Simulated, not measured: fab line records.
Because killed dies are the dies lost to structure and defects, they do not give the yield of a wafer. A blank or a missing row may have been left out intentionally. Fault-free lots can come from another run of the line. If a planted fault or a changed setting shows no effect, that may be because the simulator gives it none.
fab line records + flow nandHarc
record
- lots=11
- wafers=33
- lastDay=33
route steps=1302 shown A_STAIRCASE@789 END@1302
lots with no fault: from the same line, run without faults
startH: hours from the record's first day to the start of the lot's first wafer shown + waitH: hours elapsed since this lot's preceding step + " repeats the value in the row above + L1.1+2: a single row standing in for several wafers + - no value, or no start given + * or withheld: withheld + < > ~ a bound
route shown NAME@n: a module of which the file shows steps, and the number in the route of the first + usual: mean/standard deviation of fault-free wafers + same: alike in all rows + chamber/n: place in a boat + sites: per-site readings + _std_site: their standard deviation + _edge_site: mean of outer sites minus mean of inner sites + radiusMm: how far each site lies from the wafer's centre + mask NAME#n: copy n + behind: the tool/chamber that last shaped the wafer + hold: why the lot went on hold/how many hours it stayed there/how the hold came to an end + device: the transistor (n, p or np) that didn't switch + end of line: tests of these same wafers at the route's end + step lacking rows: just its recipe + killed: not the wafer's yield, but the dies lost to structure and defects at the first sort + map: the dies of a wafer, with x for killed, . for not killed, _ for no die there
set.NAME: the setting as run; set.NAME@STEP: as run at that earlier step + model.NAME: the simulator's own value behind a step, which no gauge read
the route's steps for a sample of lots (tables are steps, rows are wafers)
services: when a tool's chamber went out of use (startH, in hours from the record's first day, below 0 if earlier), for how many hours, and the reason
## steps
# step NHARC_A_STAIRCASE_ETCH_273
# recipe
- targetDepthA=1.02e+05
- timeS=2468.6
- ionEnergyEv=800
- c4f8FlowSccm=80
- o2FlowSccm=60
- arFlowSccm=withheld
- rfW=600
- biasW=3000
- chemistry=C4F8/O2/Ar
# usual
- oesProductAu=0.933/0.015
- rfVppV=1825/11
| lot.wafer | tool       | chamber | startH | waitH | oesProductAu | rfHoursCounterH | rfVppV |
|-----------|------------|---------|--------|-------|--------------|-----------------|--------|
| L651.1    | rieDiel-03 | 2       | -      | -     | 0.952        | 31              | 1814   |
| L651.4    | "          | 3       | "      | "     | 0.958        | 35              | 1816   |
| L651.5    | "          | 3       | "      | "     | 0.957        | -               | 1816   |
| L654.3    | rieDiel-01 | 3       | -      | -     | 0.914        | 10              | 1811   |
| L654.1    | "          | 1       | "      | "     | 0.937        | 10              | 1834   |
| L654.6    | "          | 3       | "      | "     | 0.916        | -               | 1812   |
| L653.4    | rieDiel-01 | 3       | -      | -     | 0.917        | 11              | 1812   |
| L653.5    | "          | 3       | "      | "     | 0.917        | -               | 1811   |
| L653.6    | "          | 0       | "      | "     | 0.914        | -               | 1831   |
| L656.3    | rieDiel-01 | 3       | -      | -     | 0.906        | 17              | 1812   |
| L656.4    | "          | 0       | "      | "     | 0.912        | 21              | 1830   |
| L656.5    | "          | 2       | "      | "     | 0.918        | -               | 1821   |
| L658.3    | rieDiel-01 | 0       | -      | -     | 0.916        | 25              | 1828   |
| L658.1    | "          | 1       | "      | "     | 0.931        | 23              | 1833   |
| L658.5    | "          | 1       | "      | "     | 0.940        | -               | 1835   |
| L659.1    | rieDiel-13 | 1       | -      | -     | 0.937        | 32              | 1835   |
| L659.2    | "          | 3       | "      | "     | 0.926        | 34              | 1813   |
| L659.6    | "          | 2       | "      | "     | 0.944        | -               | 1841   |
| L660.1    | rieDiel-03 | 2       | -      | -     | 0.934        | 3               | 1812   |
| L660.6    | "          | 1       | "      | "     | 0.952        | -               | 1830   |
| L660.5    | "          | 2       | "      | "     | 0.934        | -               | 1813   |
| L661.3    | rieDiel-13 | 2       | -      | -     | 0.922        | 45              | 1841   |
| L661.6    | "          | 3       | "      | "     | 0.919        | -               | 1811   |
| L661.5    | "          | 0       | "      | "     | 0.900        | -               | 1835   |
| L669.2    | rieDiel-13 | 1       | -      | -     | 0.929        | 9               | 1833   |
| L669.4    | "          | 2       | "      | "     | 0.922        | 10              | 1839   |
| L669.5    | "          | 1       | "      | "     | 0.926        | -               | 1835   |
| L670.4    | rieDiel-03 | 2       | -      | -     | 0.938        | 37              | 1812   |
| L670.3    | "          | 0       | "      | "     | 0.940        | 36              | 1845   |
| L670.6    | "          | 1       | "      | "     | 0.960        | -               | 1828   |
| L671.3    | rieDiel-13 | 0       | -      | -     | 0.946        | 23              | 1831   |
| L671.5    | "          | 1       | "      | "     | 0.929        | -               | 1832   |
| L671.6    | "          | 2       | "      | "     | 0.952        | -               | 1839   |
# step NHARC_A_STAIRCASE_ETCH_292
# recipe
- cf4FlowSccm=100
- chf3FlowSccm=30
- arFlowSccm=0
- rfW=500
- biasW=200
- chemistry=CF4/CHF3
# usual
- drypumpMotorCurrentA=5.9/0.32
- oesProductAu=0.931/0.019
- rfVppV=370.3/2.5
- showerheadPlenumPTorr=1.56/0.067
- throttleValvePct=16.803/0.0095
| lot.wafer | tool       | chamber | startH | waitH | drypumpMotorCurrentA | oesProductAu | rfHoursCounterH | rfVppV | showerheadPlenumPTorr | throttleValvePct |
|-----------|------------|---------|--------|-------|----------------------|--------------|-----------------|--------|-----------------------|------------------|
| L651.1    | rieDiel-13 | 3       | 391.31 | 0.2   | 5.1                  | 0.903        | 8               | 368.1  | 1.49                  | 16.809           |
| L651.4    | "          | 2       | "      | "     | 6.0                  | 0.915        | 8               | 374.0  | 1.67                  | 16.802           |
| L651.5    | "          | 0       | "      | "     | 5.9                  | 0.919        | -               | 371.1  | 1.62                  | 16.794           |
| L654.1    | rieDiel-01 | 3       | 435.93 | 0.1   | 6.3                  | 0.910        | 14              | 367.8  | 1.48                  | 16.800           |
| L654.3    | "          | 0       | "      | "     | 5.9                  | 0.897        | 16              | 370.9  | 1.59                  | 16.814           |
| L654.6    | "          | 0       | "      | "     | 5.9                  | 0.916        | -               | 370.8  | 1.59                  | 16.815           |
| L653.4    | rieDiel-13 | 3       | 436.12 | 0.1   | 5.0                  | 0.899        | 23              | 367.1  | 1.49                  | 16.812           |
| L653.6    | "          | 0       | "      | "     | 5.9                  | 0.915        | -               | 372.3  | 1.62                  | 16.807           |
| L653.5    | "          | 1       | "      | "     | 5.6                  | 0.927        | -               | 371.9  | 1.63                  | 16.798           |
| L656.3    | rieDiel-03 | 2       | 447.46 | 0.1   | 6.1                  | 0.922        | 53              | 367.3  | 1.49                  | 16.801           |
| L656.4    | "          | 3       | "      | "     | 5.4                  | 0.936        | 57              | 369.7  | 1.50                  | 16.795           |
| L656.5    | "          | 1       | "      | "     | 5.7                  | 0.933        | -               | 371.1  | 1.58                  | 16.796           |
| L658.1    | rieDiel-01 | 2       | 462.11 | 0.1   | 5.9                  | 0.921        | 20              | 370.0  | 1.54                  | 16.807           |
| L658.3    | "          | 0       | "      | "     | 5.9                  | 0.921        | 27              | 372.7  | 1.59                  | 16.798           |
| L658.5    | "          | 2       | "      | "     | 5.9                  | 0.925        | -               | 369.2  | 1.54                  | 16.791           |
| L659.2    | rieDiel-03 | 2       | 479.18 | 0.1   | 6.1                  | 0.957        | 2               | 366.2  | 1.49                  | 16.801           |
| L659.1    | "          | 1       | "      | "     | 5.7                  | 0.976        | 2               | 371.4  | 1.58                  | 16.805           |
| L659.6    | "          | 2       | "      | "     | 6.2                  | 0.947        | -               | 366.8  | 1.49                  | 16.807           |
| L660.1    | rieDiel-01 | 3       | 496.25 | 0.1   | 6.3                  | 0.914        | 31              | 365.7  | 1.48                  | 16.810           |
| L660.6    | "          | 3       | "      | "     | 6.3                  | 0.920        | -               | 367.2  | 1.48                  | 16.809           |
| L660.5    | "          | 0       | "      | "     | 6.0                  | 0.905        | -               | 371.3  | 1.59                  | 16.817           |
| L661.3    | rieDiel-01 | 3       | 503.15 | 0.1   | 6.3                  | 0.910        | 34              | 367.4  | 1.48                  | 16.801           |
| L661.5    | "          | 0       | "      | "     | 5.9                  | 0.919        | -               | 369.1  | 1.58                  | 16.786           |
| L661.6    | "          | 1       | "      | "     | 5.7                  | 0.938        | -               | 371.1  | 1.62                  | 16.788           |
| L669.4    | rieDiel-03 | 1       | 569.11 | 0.1   | 5.7                  | 0.941        | 38              | 371.2  | 1.57                  | 16.800           |
| L669.2    | "          | 0       | "      | "     | 6.1                  | 0.938        | 36              | 374.3  | 1.69                  | 16.799           |
| L669.5    | "          | 2       | "      | "     | 6.2                  | 0.920        | -               | 366.8  | 1.48                  | 16.808           |
| L670.3    | rieDiel-13 | 1       | 570.08 | 0.1   | 5.6                  | 0.919        | 13              | 374.5  | 1.62                  | 16.800           |
| L670.4    | "          | 2       | "      | "     | 6.1                  | 0.926        | 13              | 373.5  | 1.65                  | 16.782           |
| L670.6    | "          | 0       | "      | "     | 5.9                  | 0.922        | -               | 373.5  | 1.60                  | 16.792           |
| L671.3    | rieDiel-03 | 0       | 604.81 | 0.1   | 6.1                  | 0.913        | 50              | 373.9  | 1.69                  | 16.787           |
| L671.6    | "          | 3       | "      | "     | 5.4                  | 0.933        | -               | 366.9  | 1.49                  | 16.791           |
| L671.5    | "          | 0       | "      | "     | 6.1                  | 0.921        | -               | 373.1  | 1.69                  | 16.813           |
# step NHARC_A_STAIRCASE_DEP_301
# recipe
- targetThkA=300
- targetThkNm=30
- tempC=400
- pressureTorr=3.5
- flowSccm=200
- rfW=350
- material=SiON
# usual
- heaterPowerOuterW=465/54
- heaterPowerW=802/90
- rfFwdPowerW=348.4/1.3
- showerheadVppV=1153/57
- susceptorTempC=399.99/0.23
| lot.wafer | tool     | chamber | startH | waitH | heaterPowerOuterW | heaterPowerW | rfFwdPowerW | showerheadVppV | susceptorTempC |
|-----------|----------|---------|--------|-------|-------------------|--------------|-------------|----------------|----------------|
| L651.1    | pecvd-03 | 2       | 395.60 | 1.6   | 358               | 663          | 348.9       | 1192           | 400.40         |
| L651.5    | "        | 1       | "      | "     | 463               | 802          | 350.5       | 1231           | 400.18         |
| L651.4    | "        | 2       | "      | "     | 357               | 654          | 348.9       | 1224           | 400.20         |
| L653.5    | pecvd-04 | 1       | 444.71 | 0.4   | 551               | 991          | 346.6       | 1162           | 399.78         |
| L653.6    | "        | 2       | "      | "     | 496               | 817          | 346.3       | 1233           | 399.77         |
| L653.4    | "        | 0       | "      | "     | 401               | 749          | 350.1       | 1086           | 399.96         |
| L654.1    | pecvd-01 | 2       | 446.47 | 1.6   | 486               | 804          | 349.6       | 1150           | 400.08         |
| L654.3    | "        | 1       | "      | "     | 457               | 787          | 347.9       | 1044           | 399.85         |
| L654.6    | "        | 0       | "      | "     | 396               | 686          | 348.8       | 1091           | 399.72         |
| L656.3    | pecvd-03 | 2       | 452.36 | 1.3   | 399               | 705          | 347.0       | 1200           | 400.28         |
| L656.4    | "        | 2       | "      | "     | 414               | 723          | 347.3       | 1206           | 400.54         |
| L656.5    | "        | 0       | "      | "     | 512               | 805          | 348.8       | 1143           | 400.15         |
| L658.1    | pecvd-03 | 2       | 466.22 | 1.6   | 431               | 737          | 489.6       | 1398           | 400.21         |
| L658.3    | "        | 0       | "      | "     | 418               | 665          | 488.7       | 1327           | 400.11         |
| L658.5    | "        | 2       | "      | "     | 426               | 743          | 490.2       | 1404           | 399.94         |
| L659.2    | pecvd-04 | 0       | 483.35 | 1.2   | 456               | 813          | 349.8       | 1099           | 400.15         |
| L659.1    | "        | 2       | "      | "     | 494               | 835          | 346.7       | 1228           | 399.76         |
| L659.6    | "        | 0       | "      | "     | 466               | 814          | 350.5       | 1097           | 399.92         |
| L660.1    | pecvd-03 | 0       | 500.24 | 1.5   | 409               | 640          | 486.5       | 1334           | 400.06         |
| L660.5    | "        | 0       | "      | "     | 392               | 645          | 490.0       | 1355           | 400.17         |
| L660.6    | "        | 2       | "      | "     | 385               | 694          | 487.8       | 1401           | 399.92         |
| L661.3    | pecvd-04 | 1       | 509.31 | 1.0   | 573               | 1012         | 349.1       | 1190           | 400.13         |
| L661.5    | "        | 1       | "      | "     | 560               | 997          | 349.4       | 1172           | 400.17         |
| L661.6    | "        | 2       | "      | "     | 481               | 812          | 347.7       | 1208           | 400.14         |
| L669.2    | pecvd-03 | 2       | 575.12 | 1.3   | 437               | 729          | 347.7       | 1200           | 399.51         |
| L669.4    | "        | 1       | "      | "     | 412               | 748          | 349.2       | 1231           | 399.60         |
| L669.5    | "        | 2       | "      | "     | 440               | 759          | 348.3       | 1209           | 399.83         |
| L670.3    | pecvd-03 | 2       | 576.48 | 1.0   | 430               | 757          | 346.9       | 1197           | 400.11         |
| L670.6    | "        | 1       | "      | "     | 438               | 758          | 349.5       | 1210           | 400.23         |
| L670.4    | "        | 2       | "      | "     | 452               | 756          | 345.9       | 1203           | 399.88         |
| L671.3    | pecvd-04 | 1       | 608.87 | 1.0   | 548               | 961          | 349.5       | 1168           | 399.97         |
| L671.6    | "        | 0       | "      | "     | 418               | 756          | 347.3       | 1090           | 400.04         |
| L671.5    | "        | 1       | "      | "     | 536               | 963          | 351.8       | 1153           | 399.76         |
# step NHARC_A_STAIRCASE_ETCH_313
# recipe
- cf4FlowSccm=100
- chf3FlowSccm=30
- arFlowSccm=0
- rfW=500
- biasW=200
- chemistry=CF4/CHF3
# usual
- drypumpMotorCurrentA=5.8/0.35
- oesProductAu=0.932/0.02
- rfVppV=370.3/2.3
- showerheadPlenumPTorr=1.56/0.067
- throttleValvePct=16.802/0.0093
| lot.wafer | tool       | chamber | startH | waitH | drypumpMotorCurrentA | oesProductAu | rfHoursCounterH | rfVppV | showerheadPlenumPTorr | throttleValvePct |
|-----------|------------|---------|--------|-------|----------------------|--------------|-----------------|--------|-----------------------|------------------|
| L651.1    | rieDiel-13 | 1       | 396.73 | 0.1   | 5.6                  | 0.935        | 8               | 371.8  | 1.63                  | 16.820           |
| L651.4    | "          | 0       | "      | "     | 5.9                  | 0.916        | 8               | 370.9  | 1.62                  | 16.810           |
| L651.5    | "          | 2       | "      | "     | 6.0                  | 0.931        | -               | 373.7  | 1.67                  | 16.796           |
| L653.4    | rieDiel-13 | 0       | 445.71 | 0.1   | 5.9                  | 0.911        | 18              | 372.5  | 1.62                  | 16.800           |
| L653.5    | "          | 1       | "      | "     | 5.6                  | 0.923        | -               | 372.6  | 1.63                  | 16.803           |
| L653.6    | "          | 2       | "      | "     | 6.1                  | 0.936        | -               | 374.2  | 1.66                  | 16.795           |
| L654.1    | rieDiel-13 | 3       | 447.54 | 0.1   | 5.1                  | 0.960        | 27              | 367.8  | 1.49                  | 16.804           |
| L654.3    | "          | 0       | "      | "     | 5.9                  | 0.972        | 18              | 371.6  | 1.62                  | 16.801           |
| L654.6    | "          | 2       | "      | "     | 6.1                  | 0.976        | -               | 373.0  | 1.66                  | 16.800           |
| L656.3    | rieDiel-13 | 2       | 453.29 | 0.1   | 6.1                  | 0.931        | 29              | 373.4  | 1.66                  | 16.806           |
| L656.4    | "          | 3       | "      | "     | 5.1                  | 0.911        | 28              | 367.8  | 1.49                  | 16.805           |
| L656.5    | "          | 1       | "      | "     | 5.5                  | 0.921        | -               | 372.4  | 1.63                  | 16.806           |
| L658.3    | rieDiel-01 | 1       | 467.29 | 0.1   | 5.6                  | 0.935        | 25              | 373.1  | 1.62                  | 16.802           |
| L658.1    | "          | 3       | "      | "     | 6.3                  | 0.916        | 23              | 368.0  | 1.48                  | 16.781           |
| L658.5    | "          | 1       | "      | "     | 5.7                  | 0.926        | -               | 371.5  | 1.62                  | 16.805           |
| L659.2    | rieDiel-01 | 1       | 484.42 | 0.1   | 5.7                  | 1.000        | 30              | 372.7  | 1.62                  | 16.816           |
| L659.1    | "          | 3       | "      | "     | 6.3                  | 0.949        | 27              | 369.1  | 1.48                  | 16.802           |
| L659.6    | "          | 0       | "      | "     | 5.9                  | 0.960        | -               | 372.9  | 1.59                  | 16.809           |
| L660.1    | rieDiel-01 | 1       | 501.33 | 0.1   | 5.7                  | 0.942        | 36              | 372.1  | 1.62                  | 16.793           |
| L660.5    | "          | 2       | "      | "     | 5.9                  | 0.924        | -               | 369.7  | 1.54                  | 16.799           |
| L660.6    | "          | 3       | "      | "     | 6.3                  | 0.922        | -               | 368.0  | 1.48                  | 16.810           |
| L661.3    | rieDiel-03 | 0       | 510.23 | 0.1   | 6.2                  | 0.924        | 16              | 374.9  | 1.70                  | 16.818           |
| L661.6    | "          | 2       | "      | "     | 6.2                  | 0.914        | -               | 367.0  | 1.49                  | 16.794           |
| L661.5    | "          | 3       | "      | "     | 5.4                  | 0.928        | -               | 368.3  | 1.50                  | 16.795           |
| L669.4    | rieDiel-03 | 3       | 576.15 | 0.1   | 5.4                  | 0.941        | 41              | 367.9  | 1.49                  | 16.786           |
| L669.2    | "          | 1       | "      | "     | 5.7                  | 0.933        | 41              | 370.7  | 1.57                  | 16.802           |
| L669.5    | "          | 0       | "      | "     | 6.1                  | 0.925        | -               | 373.3  | 1.69                  | 16.806           |
| L670.4    | rieDiel-13 | 0       | 577.40 | 0.1   | 5.9                  | 0.929        | 17              | 369.8  | 1.60                  | 16.809           |
| L670.3    | "          | 2       | "      | "     | 6.0                  | 0.918        | 18              | 372.8  | 1.65                  | 16.805           |
| L670.6    | "          | 3       | "      | "     | 5.1                  | 0.914        | -               | 368.4  | 1.48                  | 16.805           |
| L671.3    | rieDiel-01 | 2       | 609.89 | 0.1   | 5.9                  | 0.969        | 10              | 368.7  | 1.53                  | 16.822           |
| L671.5    | "          | 1       | "      | "     | 5.6                  | 0.982        | -               | 372.7  | 1.61                  | 16.805           |
| L671.6    | "          | 2       | "      | "     | 5.9                  | 0.970        | -               | 368.3  | 1.53                  | 16.809           |
# step NHARC_END_SORT_01
# recipe
- tempC=25
# usual
- killedAtArray=54/21
- killedAtOther=0.9/1.1
- killedAtPeriphery=3.5/2.5
- killedDies=58/21
- killedOpen=3.3/1.9
- killedShort=2.6/1.8
# same
- grossDies=677
| lot.wafer | tool      | chamber | startH | waitH | killedAtArray | killedAtOther | killedAtPeriphery | killedDies | killedOpen | killedShort |
|-----------|-----------|---------|--------|-------|---------------|---------------|-------------------|------------|------------|-------------|
| L656.3    | prober-02 | 0       | 640.69 | 3.1   | 67            | 1             | 2                 | 70         | 2          | 3           |
| L656.4    | prober-02 | 0       | 641.50 | 3.4   | 78            | 0             | 3                 | 81         | 3          | 5           |
| L656.5    | prober-02 | 0       | 642.30 | 3.7   | 96            | 1             | 7                 | 104        | 6          | 1           |
| L670.3    | prober-02 | 0       | 749.53 | 3.1   | 87            | 1             | 4                 | 92         | 4          | 6           |
| L670.4    | prober-02 | 0       | 750.33 | 3.4   | 77            | 1             | 3                 | 81         | 5          | 2           |
| L670.6    | prober-02 | 0       | 751.92 | 4.0   | 94            | 1             | 2                 | 97         | 3          | 4           |
| L669.2    | prober-01 | 0       | 756.47 | 2.8   | 35            | 2             | 3                 | 40         | 5          | 3           |
| L669.4    | prober-01 | 0       | 758.06 | 3.4   | 32            | 1             | 2                 | 35         | 2          | 2           |
| L669.5    | prober-01 | 0       | 758.86 | 3.7   | 40            | 0             | 4                 | 44         | 3          | 5           |
| L671.3    | prober-01 | 0       | 787.63 | 3.1   | 65            | 1             | 1                 | 67         | 1          | 3           |
| L671.5    | prober-01 | 0       | 789.22 | 3.7   | 74            | 0             | 2                 | 76         | 5          | 3           |
| L671.6    | prober-01 | 0       | 790.01 | 4.0   | 41            | 1             | 5                 | 47         | 2          | 4           |
# killed by level:class
L656.3 A_CHANNEL_HOLE_D2:chamberFilmFlake=24 A_CHANNEL_HOLE_D1:chamberFilmFlake=18 A_SLIT:chamberFilmFlake=15 A_STAIRCASE:chamberFilmFlake=2 A_CONTACT:chamberFilmFlake=2 A_CHANNEL_HOLE_D1:geometricParticle:open=1 A_DECK1_JOINT:geometricParticle:short=1 A_SGD_CUT:geometricParticle:open=1
L656.4 A_CHANNEL_HOLE_D2:chamberFilmFlake=25 A_CHANNEL_HOLE_D1:chamberFilmFlake=21 A_SLIT:chamberFilmFlake=21 A_CHANNEL_FILL_D2:geometricParticle:open=2 A_SGD_CUT:geometricParticle:short=2 P_M2:chamberFilmFlake=2 A_CHANNEL_FILL_D1:geometricParticle:short=1 A_DECK1_JOINT:geometricParticle:short=1
L656.5 A_CHANNEL_HOLE_D2:chamberFilmFlake=32 A_CHANNEL_HOLE_D1:chamberFilmFlake=27 A_SLIT:chamberFilmFlake=23 A_CONTACT:chamberFilmFlake=6 A_ZERO_WELL:chamberFilmFlake=3 P_CONTACT:geometricParticle:open=2 P_STI:chamberFilmFlake=2 P_M2:chamberFilmFlake=2
L670.3 A_CHANNEL_HOLE_D1:chamberFilmFlake=29 A_SLIT:chamberFilmFlake=22 A_CHANNEL_HOLE_D2:chamberFilmFlake=18 A_CONTACT:chamberFilmFlake=5 A_WL_FILL:geometricParticle:short=2 P_ZERO_WELL:chamberFilmFlake=2 A_CHANNEL_FILL_D1:chamberFilmFlake=2 P_GATE:geometricParticle:open=1
L670.4 A_CHANNEL_HOLE_D1:chamberFilmFlake=30 A_SLIT:chamberFilmFlake=25 A_CHANNEL_HOLE_D2:chamberFilmFlake=12 A_CHANNEL_FILL_D1:chamberFilmFlake=3 P_CONTACT:geometricParticle:open=2 A_DECK1_JOINT:geometricParticle:short=2 A_ONON_D1:geometricParticle:open=1 A_ONON_D2:geometricParticle:open=1
L670.6 A_CHANNEL_HOLE_D1:chamberFilmFlake=36 A_SLIT:chamberFilmFlake=30 A_CHANNEL_HOLE_D2:chamberFilmFlake=11 A_DECK1_JOINT:chamberFilmFlake=3 A_ONON_D1:geometricParticle:short=2 A_CHANNEL_FILL_D1:geometricParticle:short=2 A_WL_FILL:geometricParticle:open=2 A_CHANNEL_FILL_D2:chamberFilmFlake=2
L669.2 A_CHANNEL_HOLE_D1:chamberFilmFlake=10 A_SLIT:chamberFilmFlake=9 A_STAIRCASE:chamberFilmFlake=4 A_CHANNEL_HOLE_D2:chamberFilmFlake=3 A_DECK1_JOINT:geometricParticle:open=2 A_CONTACT:chamberFilmFlake=2 A_SOURCE_PLATE:geometricParticle:short=1 A_CHANNEL_HOLE_D1:geometricParticle:open=1
L669.4 A_CHANNEL_HOLE_D1:chamberFilmFlake=13 A_STAIRCASE:chamberFilmFlake=6 A_SLIT:chamberFilmFlake=6 A_CONTACT:chamberFilmFlake=3 A_ONON_D2:geometricParticle:short=1 A_CHANNEL_FILL_D2:geometricParticle:open=1 A_CHANNEL_FILL_D2:geometricParticle:short=1 STARTING-WAFER:geometricParticle:open=1
L669.5 A_CHANNEL_HOLE_D1:chamberFilmFlake=16 A_SLIT:chamberFilmFlake=10 A_CONTACT:chamberFilmFlake=5 P_GATE:chamberFilmFlake=3 A_STAIRCASE:chamberFilmFlake=2 A_DECK1_JOINT:geometricParticle:short=2 P_M0:geometricParticle:open=1 A_CHANNEL_FILL_D1:geometricParticle:short=1
L671.3 A_CHANNEL_HOLE_D2:chamberFilmFlake=19 A_SLIT:chamberFilmFlake=19 A_CONTACT:chamberFilmFlake=10 A_CHANNEL_HOLE_D1:chamberFilmFlake=9 A_DECK1_JOINT:chamberFilmFlake=3 A_CHANNEL_HOLE_D2:geometricParticle:short=1 A_CHANNEL_FILL_D2:geometricParticle:short=1 A_BLC:geometricParticle:open=1
L671.5 A_CHANNEL_HOLE_D2:chamberFilmFlake=22 A_SLIT:chamberFilmFlake=18 A_CHANNEL_HOLE_D1:chamberFilmFlake=13 A_CONTACT:chamberFilmFlake=10 A_DECK1_JOINT:geometricParticle:short=3 P_STI:chamberFilmFlake=2 A_STAIRCASE:chamberFilmFlake=2 A_ONON_D1:geometricParticle:open=1
L671.6 A_SLIT:chamberFilmFlake=15 A_CHANNEL_HOLE_D2:chamberFilmFlake=8 A_CONTACT:chamberFilmFlake=7 A_CHANNEL_HOLE_D1:chamberFilmFlake=3 A_SOURCE_PLATE:geometricParticle:short=2 P_STI:chamberFilmFlake=2 A_CHANNEL_FILL_D2:chamberFilmFlake=2 P_GATE:geometricParticle:short=1
## services
| tool       | chamber | startH | hours | kind   |
|------------|---------|--------|-------|--------|
| rieDiel-01 | 0       | 364.47 | -     | clean  |
| rieDiel-01 | 1       | 364.47 | -     | clean  |
| rieDiel-01 | 2       | 364.47 | -     | clean  |
| rieDiel-01 | 3       | 364.47 | -     | clean  |
| pecvd-03   | -       | 366.24 | 13.0  | pm     |
| pecvd-01   | 2       | 374.59 | 10.6  | repair |
| rieDiel-13 | 0       | 376.52 | -     | clean  |
| rieDiel-01 | -       | 380.82 | 9.0   | pm     |
| pecvd-04   | 2       | 385.57 | 4.8   | repair |
| rieDiel-01 | -       | 396.72 | 0.4   | repair |
| rieDiel-13 | 0       | 401.64 | 10.6  | repair |
| pecvd-01   | -       | 442.86 | 3.3   | repair |
| pecvd-04   | -       | 450.39 | 13.0  | pm     |
| rieDiel-03 | -       | 461.71 | 9.0   | pm     |
| pecvd-04   | -       | 463.51 | 1.0   | repair |
| rieDiel-13 | 1       | 485.28 | 3.4   | repair |
| pecvd-01   | -       | 500.14 | 13.0  | pm     |
| rieDiel-13 | 3       | 517.00 | 2.9   | repair |
| rieDiel-13 | 2       | 518.14 | 4.1   | repair |
| rieDiel-13 | -       | 520.08 | 9.0   | pm     |
| pecvd-03   | -       | 547.24 | 13.0  | pm     |
| rieDiel-03 | 2       | 563.07 | 2.6   | repair |
| rieDiel-01 | 2       | 573.91 | 10.4  | repair |
| rieDiel-13 | -       | 586.75 | 0.2   | repair |
## key
firstSign
- step=NHARC_A_STAIRCASE_DEP_301
- reading=rfFwdPowerW
- direction=up
- sigmas=99+
- usual=*
- struck=*
effect
- step=NHARC_A_STAIRCASE_DEP_301
- reading=showerheadVppV
- direction=up
- sigmas=3.8
- usual=1153
- struck=1370
metAt NHARC_A_STAIRCASE_DEP_301
struckLots L658,L660
testerLeftOut L658,L660
notActingAt NHARC_A_STAIRCASE_ETCH_273,NHARC_A_STAIRCASE_ETCH_292,NHARC_A_STAIRCASE_ETCH_313
onsetBetween 452.36 466.22
fault
- kind=processParameterDrift
- tool=pecvd-03
- chamber=-
- onsetH=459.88
- steps=NHARC_A_STAIRCASE_DEP_301
- channel=rfW
- offset=*
- shape=step
- endH=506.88
- actsIn=*
- stated=*
# testerLeftOut: of these lots the tester's yield and bins aren't shown, on N5 and GAA mostly nor the transistor test; their killed dies are dies lost to structure and defects alone, not to doping, threshold or leakage, so they don't give the yield
